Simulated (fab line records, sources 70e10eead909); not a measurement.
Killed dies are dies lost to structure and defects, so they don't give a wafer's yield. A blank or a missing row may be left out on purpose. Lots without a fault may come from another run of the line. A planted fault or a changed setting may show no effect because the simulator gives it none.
Chamber matching | flow nand_harc | NHARC_P_M2_STRIP_18 on rie_diel-03: 4 sister chambers
The step strips in N2/H2. 16 wafers are shown with their chamber, then 8 later ones without.

WAFERS WITH THEIR CHAMBER
wafer  | chamber | drypump_motor_current_A (A) | power_w (W) | oes_product_au (a.u.)
L077.2 | 3       | 5.8                         | 995.6       | 0.993
L077.3 | 2       | 5.6                         | 1003.5      | 0.987
L077.4 | 1       | 6.0                         | 998.5       | 1.009
L078.3 | 1       | 6.0                         | 1004.7      | 0.999
L078.4 | 3       | 5.8                         | 998.7       | 0.997
L078.6 | 0       | 6.6                         | 1000.7      | 0.995
L080.2 | 3       | 5.8                         | 997.3       | 1.004
L080.3 | 2       | 5.6                         | 1001.8      | 0.999
L080.5 | 0       | 6.6                         | 996.6       | 1.005
L084.1 | 3       | 5.8                         | 1000.6      | 0.995
L084.3 | 2       | 5.6                         | 1001.6      | 0.991
L084.4 | 0       | 6.6                         | 999.4       | 1.010
L087.1 | 0       | 6.6                         | 1000.5      | 0.997
L087.4 | 3       | 5.7                         | 999.9       | 0.986
L087.6 | 1       | 6.1                         | 1001.3      | 1.001
L096.1 | 3       | 5.8                         | 998.5       | 0.985

SIGNATURES (means of the wafers above)
reading                 | chamber 0 | chamber 1 | chamber 2 | chamber 3 | scatter within a chamber
drypump_motor_current_A | 6.600     | 6.033     | 5.600     | 5.783     | 0.0354
power_w                 | 999.300   | 1001.500  | 1002.300  | 998.433   | 2.01
oes_product_au          | 1.00175   | 1.00300   | 0.99233   | 0.99333   | 0.00665
Rule: a wafer's distance from a chamber is the root of the sum, over the readings, of the square of ((its reading less the chamber's mean) divided by the reading's scatter). The wafer belongs to the nearest chamber; if the next one is less than 2 further off, it can't be placed. The scatter: the root of (the sum of the squares of (reading less its chamber's mean) over the shown wafers, divided by (wafers less chambers)).

WAFERS WITHOUT THEIR CHAMBER
wafer  | drypump_motor_current_A (A) | power_w (W) | oes_product_au (a.u.)
L096.2 | 6.7                         | 998.7       | 1.010
L096.4 | 5.6                         | 1003.4      | 0.998
L096.3 | 6.1                         | 1000.6      | 0.977
L096.5 | 6.6                         | 1001.6      | 1.017
L096.6 | 6.1                         | 999.3       | 0.984
L095.2 | 6.0                         | 1003.7      | 0.984
L095.3 | 6.6                         | 999.3       | 1.029
L095.5 | 5.6                         | 995.5       | 1.008

WHICH CHAMBER EACH WENT THROUGH
wafer  | from the rows above     | in truth
L096.2 | 0                       | 0
L096.4 | 2                       | 2
L096.3 | 1                       | 1
L096.5 | 0                       | 0
L096.6 | 1                       | 1
L095.2 | 1                       | 1
L095.3 | 0                       | 0
L095.5 | can't be placed: 2 or 3 | 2
Placed correctly: 7 of 8. Can't be placed from these rows: 1 (the true chamber is among the candidates in 1). Placed wrongly: 0.
